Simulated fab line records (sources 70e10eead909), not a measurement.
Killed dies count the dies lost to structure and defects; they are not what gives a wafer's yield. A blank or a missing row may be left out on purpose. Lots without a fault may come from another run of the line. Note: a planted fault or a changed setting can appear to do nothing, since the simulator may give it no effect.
Chamber matching ; flow nand-harc ; pecvd-03 running NHARC_P_M0_DEP_32: 3 sister chambers
The step deposits SiCN, target thk 30 nm. 27 wafers are shown with their chamber, then 12 later ones without.

== WAFERS PAIRED WITH THEIR CHAMBERS ==
wafer;chamber;heater-power-w (W)
L077.1;2;538
L077.3;0;571
L077.5;0;569
L076.1;0;538
L076.4;0;547
L076.6;1;522
L082.1;2;639
L082.4;2;651
L082.5;1;479
L084.1;0;583
L084.4;0;452
L084.5;1;570
L083.2;1;557
L083.4;1;545
L083.5;2;573
L087.1;0;586
L087.2;1;549
L087.3;2;661
L087.4;1;541
L087.5;2;655
L087.6;0;585
L085.4;1;512
L085.5;2;556
L085.6;0;585
L089.1;2;544
L089.3;1;548
L089.6;2;539

SIGNATURES (means of the wafers above)
reading;chamber 0;chamber 1;chamber 2;scatter within a chamber
heater-power-w;557.33;535.89;595.11;43.3
Rule: distance of a wafer from a chamber = root of the sum over the readings of ((wafer's reading minus chamber's mean) / reading's scatter) squared. If the next closest chamber is less than 2 further off than the closest, the wafer can't be placed; otherwise it belongs to the closest. The scatter: take each reading less its chamber's mean, square it, sum over the shown wafers, divide by the number of wafers less the number of chambers, and take the root.

== WAFERS WITHOUT THEIR CHAMBER ==
wafer;heater-power-w (W)
L090.2;670
L090.4;666
L090.5;560
L090.1;561
L090.3;568
L090.6;566
L091.2;529
L091.4;540
L091.6;588
L094.1;608
L094.4;630
L094.6;472

== WHICH CHAMBER EACH WENT THROUGH ==
wafer;from the rows above;in truth
L090.2;can't be placed: 2 or 0 or 1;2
L090.4;can't be placed: 2 or 0 or 1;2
L090.5;can't be placed: 0 or 1 or 2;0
L090.1;can't be placed: 0 or 1 or 2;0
L090.3;can't be placed: 0 or 2 or 1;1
L090.6;can't be placed: 0 or 2 or 1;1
L091.2;can't be placed: 1 or 0 or 2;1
L091.4;can't be placed: 1 or 0 or 2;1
L091.6;can't be placed: 2 or 0 or 1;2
L094.1;can't be placed: 2 or 0 or 1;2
L094.4;can't be placed: 2 or 0 or 1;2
L094.6;can't be placed: 1 or 0 or 2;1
0 of 12 placed correctly. Can't be placed from these rows: 12 (the true chamber is among the candidates in 12). Placed wrongly: 0.
